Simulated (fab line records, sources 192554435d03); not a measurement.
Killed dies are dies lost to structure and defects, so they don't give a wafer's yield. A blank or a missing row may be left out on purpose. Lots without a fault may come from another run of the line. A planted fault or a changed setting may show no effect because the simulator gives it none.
fab line records | flow n5_finfet
record lots=4 wafers=12 last_day=14
route steps=1938 shown BEOL_M6@1241 BEOL_M7@1263 PASSIVATION@1936
lots that met no fault: from a run of the same line without faults
start_h: hours from the record's first day to the start of the lot's first wafer shown | wait_h: hours since the lot's step before | " the same as in the row above | L1.1+2: a row that stands for several wafers | - no value, or no start given | * or withheld: withheld | < > ~ a bound
route shown NAME@n: a module of which the file shows steps, and the number in the route of the first | usual: mean/standard deviation of fault-free wafers | same: alike in all rows | chamber/n: place in a boat | sites: the reading at each site | _std_site: their standard deviation | _edge_site: outer sites' mean less inner sites' | radius_mm: how far each site lies from the wafer's centre | mask NAME#n: copy n | behind: the tool/chamber that last shaped the wafer | hold: why the lot was held/for how many hours/how that ended | device: the transistor (n, p or np) that didn't switch | end of line: the same wafers' tests at the end of the route | a step without rows: its recipe alone | killed: dies lost to structure and defects at the first sort, not the wafer's yield | map: a wafer's dies, x killed, . not, _ none there
set.NAME: the setting as run; set.NAME@STEP: as run at that earlier step | model.NAME: the simulator's own value behind a step, which no gauge read
lots at some steps of the route; a table a step, a row a wafer
services: from which hour (start_h, from the record's first day; less than 0 if before it) a tool's chamber was out of use, for how many hours, and why
## steps
# step N5_BEOL_M6_STRIP_80
# recipe chemistry=N2/H2 time_s=10 power_w=450 temp_c=40 pressure_mtorr=20 rf_frequency_hz=6e+07 bias_power_w=7 n2_flow_sccm=200 h2_flow_sccm=200
# step N5_BEOL_M6_HM_STRIP_39
# recipe chemistry=peroxide_tin_strip material=TiN target_depth_a=250 temp_c=50 time_s=158
# step N5_BEOL_M6_SRD_40
# recipe time_s=30 temp_c=23 rinse_liquid=diw dry=ipa_marangoni
# step N5_BEOL_M6_PRECLEAN_42
# recipe chemistry=residue_remover time_s=60 temp_c=40
# step N5_BEOL_M6_SRD_43
# recipe time_s=30 temp_c=23 rinse_liquid=diw dry=ipa_marangoni
# step N5_BEOL_M6_CURE_75
# recipe temp_c=370 time_s=120 ambient=DMADMS/He material=SiCOH_lowk
# step N5_BEOL_M6_DEGAS_44
# recipe ambient=vacuum temp_c=250 time_s=60
# step N5_BEOL_M6_PRE_CLEAN_45
# recipe gas=H2/He time_s=30 temp_c=250
# step N5_BEOL_M6_ALD_77
# recipe material=TaN target_thk_a=20 temp_c=275 ald_precursor_family=PDMAT ald_co_reactant=NH3 pressure_torr=3 carrier_flow_sccm=1500 pulse_time_s=2 purge_time_s=3 co_reactant_purge_time_s=2 co_reactant_pulse_time_s=3 ald_cycles=40 precursor_vessel_temp_c=75 precursor_vessel_pressure_torr=26.25 precursor_vessel_carrier_sccm=1000
# step N5_BEOL_M6_SURFACE_TREAT_79
# recipe gas=Ar time_s=* ion_energy_ev=* ion_current_ma_cm2=0.5 pressure_mtorr=* ar_flow_sccm=30
# step N5_BEOL_M6_CVD_78
# recipe material=Co target_thk_a=20 temp_c=withheld precursor=CCTBA/H2 pressure_torr=30 time_s=142.3
# columns lot.wafer tool chamber start_h wait_h
L740.2+3+5 cvd_co-01 0,2,2 191.20 0.2
L747.1+4+6 cvd_co-02 0,1,2 236.29 0.0
L745.1+2+3 cvd_co-02 0,1,2 241.13 0.3
L751.3+5+6 cvd_co-02 1,0,1 257.60 0.1
# step N5_BEOL_M6_SPUTTER_48
# recipe material=Cu target_thk_a=100 temp_c=-20 bias_v=60 power_w=26000 chamber_pressure_pa=0.13 time_s=1.667
# step N5_BEOL_M6_ECD_50
# recipe material=Cu target_thk_a=3000
# step N5_BEOL_M6_ANNEAL_51
# recipe temp_c=225 time_s=90 ambient=N2
# step N5_BEOL_M6_CMP_52
# recipe stop_on=SiCOH_lowk t_overpolish_s=6.9 down_force_psi=1 platen_rpm=50 clearing_platen_down_force_psi=1.5 clearing_platen_rpm=50 post_cmp_clean=cu_alkaline target_thk_nm=80 clearing_platen_pad_velocity_m_s=0.99484 pad_velocity_m_s=0.99484
# step N5_BEOL_M6_PRE_CLEAN_55
# recipe gas=NH3 time_s=15 temp_c=withheld rf_power_w=300
# step N5_BEOL_M6_DEP_56
# recipe material=SiCN target_thk_a=100 temp_c=withheld precursor=3MS/NH3 pressure_torr=3 rf_w=202 time_s=17.5
# step N5_BEOL_M7_ILD_DEP_00
# recipe material=SiCOH_lowk target_thk_a=1797.5 temp_c=300 precursor=DEMS/porogen pressure_torr=5 rf_w=500 time_s=33.4
# step N5_BEOL_M7_CURE_74
# recipe temp_c=385 time_s=240 ambient=He/Ar material=SiCOH_lowk
# step N5_BEOL_M7_PECVD_70
# recipe material=SiO2 target_thk_a=200 temp_c=400 precursor=TEOS/O2 pressure_torr=5.5 rf_w=450 teos_flow_sccm=53.8 gas=O2 flow_sccm=3000 time_s=22.7
# step N5_BEOL_M7_HM_DEP_02
# recipe material=TiN target_thk_a=200 temp_c=25 chamber_pressure_pa=0.49996
# step N5_BEOL_M7_COAT_59
# recipe resist=SOC temp_c=250 time_s=60 spin_rpm=1500 resist_thk_nm=100
# step N5_BEOL_M7_COAT_60
# recipe resist=SiARC temp_c=220 time_s=60 spin_rpm=1500 resist_thk_nm=35
# step N5_BEOL_M7_COAT_05
# recipe resist=CAR-ArF spin_rpm=1500 resist_thk_nm=90
# step N5_BEOL_M7_EBR_07
# recipe solvent=PGMEA ebr_width_mm=1.5
# step N5_BEOL_M7_SOFTBAKE_06
# recipe temp_c=110 time_s=60 resist=CAR-ArF
# step N5_BEOL_M7_EXPOSE_08
# recipe mask_id=M7 na=1.35 source_shape=dipole sigma_inner=0.817 sigma_outer=0.97 polarization=te dose_mj=68.25
# step N5_BEOL_M7_PEB_09
# recipe peb_temp_c=withheld peb_time_s=60 resist=CAR-ArF
# step N5_BEOL_M7_DEVELOP_10
# recipe develop_time_s=30 developer=TMAH resist=CAR-ArF rinse_liquid=diw dry=air_spin dev_temp_c=23
# step N5_BEOL_M7_DESCUM_16
# recipe chemistry=O2 time_s=7.9 source_power_w=50 bias_power_w=20 pressure_mtorr=20 rf_frequency_hz=2.712e+07 temp_c=40 resist=CAR-ArF o2_flow_sccm=225
# step N5_BEOL_M7_ETCH_61
# recipe chemistry=CF4 target=SiARC target_depth_a=455 mask_material=CAR-ArF time_s=75.8 ion_energy_ev=80 pressure_mtorr=40 source_w=545 bias_w=36 Ar_flow_sccm=100 cf4_flow_sccm=100 ends=cleared
# step N5_BEOL_M7_ETCH_62
# recipe chemistry=N2/H2 target=SOC target_depth_a=1100 overetch_a=220 mask_material=SiARC temp_c=40 time_s=165 ion_energy_ev=200 pressure_mtorr=30 source_w=840 bias_w=150 n2_flow_sccm=200 h2_flow_sccm=200
# step N5_BEOL_M7_STRIP_68
# recipe chemistry=N2/H2 temp_c=40 n2_flow_sccm=200 h2_flow_sccm=200 rf_frequency_hz=6e+07
# step N5_PASSIVATION_PROBE_49
# usual defect_limited_yield=91.7/1.7 killed_at_M0_to_M3=34/10 killed_at_M4_up=13/5.1 killed_at_contacts=12/6.2 killed_at_front_end=36/12 killed_at_other=3.2/2.6 killed_dies=98/20 killed_on_rim=13/4.5 killed_open=65/13 killed_short=32/8.4 sort_bin_5_function=4.8/1.1 sort_bin_6_memory=3.2/0.74 sort_n_pass=1082/20 sort_yield_pct=91.7/1.7
# same gross_dies=1180 killed_at_back_side=0 sort_bin_4_leakage[%]=0 sort_bin_8_speed[%]=0
# columns lot.wafer tool chamber start_h wait_h defect_limited_yield[%] killed_at_M0_to_M3 killed_at_M4_up killed_at_contacts killed_at_front_end killed_at_other killed_dies killed_on_rim killed_open killed_short sort_bin_5_function[%] sort_bin_6_memory[%] sort_n_pass sort_yield_pct[%]
L740.2 prober-02 - 278.89 0.1 94.7 21 10 8 22 2 63 4 45 18 3.2 1.7 1117 94.7
L740.3 prober-02 - 278.94 0.1 92.5 11 9 23 35 10 88 7 52 35 3.4 3.6 1092 92.5
L740.5 prober-02 - 279.04 0.2 93.5 26 6 9 31 5 77 7 49 28 3.2 3.0 1103 93.5
L745.1 prober-02 - 327.14 0.0 82.2 14 154 2 38 2 210 29 35 19 9.4 3.3 970 82.2
L745.2 prober-02 - 327.19 0.1 80.3 24 158 8 42 0 232 13 49 28 12.2 4.0 948 80.3
L745.3 prober-02 - 327.24 0.1 88.7 22 71 6 33 1 133 24 44 25 7.1 2.5 1047 88.7
L751.3 prober-01 - 339.92 0.1 82.7 13 153 7 28 3 204 5 38 18 10.4 3.5 976 82.7
L751.5 prober-01 - 340.02 0.2 81.4 23 147 13 33 3 219 24 55 25 11.1 3.4 961 81.4
L751.6 prober-01 - 340.07 0.3 81.1 19 168 3 28 5 223 12 46 20 11.4 3.5 957 81.1
# killed by level:class
L740.2 MOL_CONTACT_COAG:geometric_particle:open=8 BEOL_M4:geometric_particle:open=4 BEOL_M0_SAQP:geometric_particle:short=4 BEOL_M0_SAQP:geometric_particle:open=4 BEOL_M2:geometric_particle:open=4 BEOL_M3:geometric_particle:open=4 BEOL_M6:geometric_particle:open=4 STARTING-WAFER:geometric_particle:open=4
L740.3 MOL_CONTACT_COAG:geometric_particle:open=16 FIN_SAQP:geometric_particle:short=7 STI_FIN_REVEAL:geometric_particle:open=6 MOL_CONTACT_COAG:geometric_particle:short=6 GATE_CUT:geometric_particle:short=4 BEOL_M2:geometric_particle:open=4 DUMMY_GATE:geometric_particle:open=3 MIM_TOP:geometric_particle:open=3
L740.5 MOL_CONTACT_COAG:geometric_particle:open=8 FIN_SAQP:geometric_particle:open=7 BEOL_M0_SAQP:geometric_particle:short=6 BEOL_M0_SAQP:geometric_particle:open=6 BEOL_M4:geometric_particle:open=5 GATE_CUT:geometric_particle:short=4 BEOL_M0:geometric_particle:open=4 BEOL_M2:geometric_particle:open=4
L745.1 BEOL_M6:unspecified=147 STI_FIN_REVEAL:geometric_particle:open=10 FIN_SAQP:geometric_particle:short=8 HKMG_FIN:area_etch=7 BEOL_M1:geometric_particle:open=5 FIN_SAQP:geometric_particle:open=3 BEOL_M3:geometric_particle:open=3 STARTING-WAFER:geometric_particle:short=3
L745.2 BEOL_M6:unspecified=155 STI_FIN_REVEAL:geometric_particle:open=11 FIN_SAQP:geometric_particle:short=10 MOL_CONTACT_COAG:geometric_particle:open=7 BEOL_M3:geometric_particle:open=6 FIN_SAQP:geometric_particle:open=5 BEOL_M0_SAQP:geometric_particle:open=5 GATE_CUT:geometric_particle:short=4
L745.3 BEOL_M6:unspecified=62 FIN_SAQP:geometric_particle:open=10 STI_FIN_REVEAL:geometric_particle:open=8 BEOL_M0_SAQP:geometric_particle:short=7 FIN_SAQP:geometric_particle:short=6 BEOL_M2:geometric_particle:open=6 MOL_CONTACT_COAG:geometric_particle:open=5 STI_FIN_REVEAL:geometric_particle:short=2
L751.3 BEOL_M6:unspecified=148 STI_FIN_REVEAL:geometric_particle:open=11 BEOL_M2:geometric_particle:open=8 MOL_CONTACT_COAG:geometric_particle:open=4 STI_FIN_REVEAL:geometric_particle:short=3 MOL_CONTACT_COAG:geometric_particle:short=3 BEOL_M8:geometric_particle:open=3 FIN_SAQP:geometric_particle:open=2
L751.5 BEOL_M6:unspecified=139 MOL_CONTACT_COAG:geometric_particle:open=11 STI_FIN_REVEAL:geometric_particle:open=9 GATE_CUT:geometric_particle:short=6 BEOL_M3:geometric_particle:open=6 FIN_SAQP:geometric_particle:short=4 GATE_CUT:geometric_particle:open=3 BEOL_M1:geometric_particle:open=3
L751.6 BEOL_M6:unspecified=157 STI_FIN_REVEAL:geometric_particle:open=17 BEOL_M1:geometric_particle:open=4 BEOL_M3:geometric_particle:open=4 BEOL_M0_SAQP:geometric_particle:short=3 BEOL_M0_SAQP:geometric_particle:open=3 BEOL_M5:geometric_particle:open=3 FIN_SAQP:geometric_particle:open=2
# map L745.2 (x killed, . not)
_________________............________________
______________.................._____________
___________.....x..............x...__________
__________................x....x.x.._________
________....x.............xxx....x..x._______
_______...................xxxxxx.x.....______
______..............x.x.xxxxxxxx.xx.xx.._____
_____.....x...........xxxxxxxxxxxxx.....x____
____.....x........x...xxxxxxxxxxxxx.......___
___..........x.....x.xxxxxxxxxxxxxx.x......__
___.x............x..xxxxxxxxxxxxxxx........__
__x..x..x.x.........xxxxxxxxxxxxxxxx........_
__..x.x........x.....xxxxxxxxxxxxxxx........_
_.........x.........xxxxxxxxxxxxxx.x.x......x
_.xx..................xxxxxxxxxxxx...........
_x.........x..x........xxxxx.xx.x............
_....................x...x..xxx.x............
_.......................x...xx.....x.......x.
_.....xx.......x.............xx.x............
_...x.............x..........................
_..........................x.x..x....x..x....
__...x..x..................................._
__...x.....x..x.............x........x......_
___xx.........x.x........x..x..............__
___..........x..........x..........x.......__
____.x............x.......................___
_____x.............x.....................____
______...x.............................._____
_______.xx.............................______
________.....x.....x.................._______
__________.x..........x.......x....._________
___________...........x............__________
______________..x..............._____________
_________________..x.........________________
# map L751.6 (x killed, . not)
_________________............________________
______________..............x..._____________
___________........................__________
__________...................x.x...._________
________...x.....x..x..x..xx..xx......_______
_______...............xxxx.xx.xxx.xx...______
______x.............xxxxxxxxxxxx.....x.._____
_____x..............x.xxxxxxxxxxxx.x.xx..____
____..................x.xxxxxxxxxxxx.xx.x.___
___...x............xxxxxxxxxxxxxxxx........__
___.........x......x.xxxxxxxxxxxxxxx..x....__
__..................xxxxxxxxxxxxxx.x...x...._
__................x.xxxxxxxxxxxxxxx........._
_..................x..xxxxxxxxxxxxxxx........
_...........x..........xxxxxxxxx..xx.........
_...x...........x.....x.xxxxx.x.xx...........
_x.................x...xx.xxx.....x.....x....
_...x..x.........................x........x..
_..x..................x......................
_.x...................x.x....................
_................x....................x......
__x...........................x............._
__.........................x................_
___x...........x...........................__
___...................x...........x......x.__
____....x.x....................x...x...x..___
_____.............x......................____
______....x...........x.....x........x.._____
_______...........................x.xx.______
________.....x........................_______
__________.......x..x..............._________
___________..x.....................__________
______________......x..........._____________
_________________..x.x.......________________
## services
# columns tool chamber start_h hours kind
cvd_co-01 - 174.11 0.4 repair
cvd_co-02 0 201.54 3.7 repair
## key
first_sign step=N5_PASSIVATION_PROBE_49 reading=killed_at_M4_up direction=up sigmas=25 usual=13 struck=142
effect step=N5_PASSIVATION_PROBE_49 reading=killed_dies direction=up sigmas=5.4 usual=98 struck=204
more_kills_born_at N5_BEOL_M6_CVD_78@cvd_co-02=808
met_at N5_BEOL_M6_CVD_78
struck_wafers L745.1,L745.2,L745.3,L751.3,L751.5,L751.6
onset_between 236.29 241.13
also_fits time
fault kind=chamber_particle_source tool=cvd_co-02 chamber=- onset_h=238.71 steps=N5_BEOL_M6_CVD_78 rate_per_visit_cm2=1.602 end_h=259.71
